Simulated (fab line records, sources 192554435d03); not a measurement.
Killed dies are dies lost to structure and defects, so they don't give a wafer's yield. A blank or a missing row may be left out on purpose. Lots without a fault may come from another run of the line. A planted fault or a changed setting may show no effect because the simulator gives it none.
Split-lot experiment | flow n5_finfet | 7 lots, 21 wafers read, on a route of 1938 steps

THE SPLIT
At N5_FIN_SAQP_ALD_61 (deposits SiO2, target thk 4 nm, pulse time 1 s, purge time 2 s), the setting temp_c was moved away from the recipe's 300 C on 11 of the 21 wafers read, by -4.5% to +3.9%. The other wafers ran this setting at the recipe's value.

The reading is taken at the split's own step.

THE READING
SiO2_of_FIN_SAQP_ALD_61.thk_nm (the simulator's own value, which no gauge read), in nm, at N5_FIN_SAQP_ALD_61 (deposits SiO2, target thk 4 nm, pulse time 1 s, purge time 2 s). The file gives no usual value for it. The 10 wafers here that ran the recipe average 4.006 nm, standard deviation 0.017 nm.

wafer  | tool, chamber at the split | temp_c as run, C | against the recipe | SiO2_of_FIN_SAQP_ALD_61.thk_nm, nm | against lot-mates on the recipe
L080.1 | ald_sin-03, 1              | 300              | recipe             | 4.005                              | -
L080.3 | ald_sin-03, 2              | 303.7            | +1.2%              | 3.962                              | -0.043
L080.5 | ald_sin-03, 2              | 303.7            | +1.2%              | 3.966                              | -0.039
L083.4 | ald_sin-01, 1              | 300              | recipe             | 3.983                              | -
L083.5 | ald_sin-01, 0              | 300              | recipe             | 4.011                              | -
L083.6 | ald_sin-01, 3              | 300              | recipe             | 3.992                              | -
L086.4 | ald_sin-04, 3              | 300              | recipe             | 4                                  | -
L086.5 | ald_sin-04, 0              | 311.7            | +3.9%              | 3.935                              | -0.065
L086.6 | ald_sin-04, 1              | 311.7            | +3.9%              | 3.937                              | -0.063
L090.2 | ald_sin-03, 0              | 288.3            | -3.9%              | 4.144                              | +0.156
L090.3 | ald_sin-03, 2              | 300              | recipe             | 3.988                              | -
L090.4 | ald_sin-03, 3              | 288.3            | -3.9%              | 4.142                              | +0.154
L093.1 | ald_sin-03, 1              | 300              | recipe             | 4.021                              | -
L093.2 | ald_sin-03, 2              | 300              | recipe             | 4.023                              | -
L093.5 | ald_sin-03, 3              | 286.6            | -4.5%              | 4.219                              | +0.197
L096.1 | ald_sin-01, 2              | 300              | recipe             | 4.041                              | -
L096.2 | ald_sin-01, 0              | 309.1            | +3.0%              | 3.945                              | -0.096
L096.3 | ald_sin-01, 1              | 309.1            | +3.0%              | 3.993                              | -0.048
L097.3 | ald_sin-01, 0              | 300              | recipe             | 4.001                              | -
L097.4 | ald_sin-01, 1              | 307.2            | +2.4%              | 3.967                              | -0.034
L097.5 | ald_sin-01, 1              | 307.2            | +2.4%              | 3.962                              | -0.039

THE FIT
A straight line over all 21 wafers: SiO2_of_FIN_SAQP_ALD_61.thk_nm changes by -0.0285 nm for each +1% of temp_c; r = -0.92; the points scatter about the line by 0.029 nm.
The same after taking each lot's own level away (the mean of its wafers on the recipe; 21 wafers): -0.0303 nm for each +1%; r = -0.95; scatter 0.025 nm.
On that fit, the largest move of temp_c shifts the reading by 0.14 nm.
The lots' own levels span 3.9880 to 4.0410 nm, that is 3.1 times the standard deviation above.
So the lot-to-lot level changes the slope little: the two slopes agree.
Check: with one of the wafers moved furthest among these (-4.5%) left out of the fit, the line predicts +0.136 nm for it against its lot-mates. It came out at +0.197 nm against them.

OTHER SPLITS ON THESE WAFERS
These wafers also went through other splits before the reading. Each is held against what the fit with the lots' levels taken away leaves over:
other split on the same wafers | wafers away from the commonest value | r with SiO2_of_FIN_SAQP_ALD_61.thk_nm (lot level and that fit taken away)
N5_WELL_APT_PEB_23 peb_temp_c  | 6                                    | -0.15
N5_WELL_APT_DESCUM_30 time_s   | 7                                    | -0.25

THE FILE'S OWN FIT
SiO2_of_FIN_SAQP_ALD_61.thk_nm changes by -0.0312 nm for each +1% of temp_c, r = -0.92.
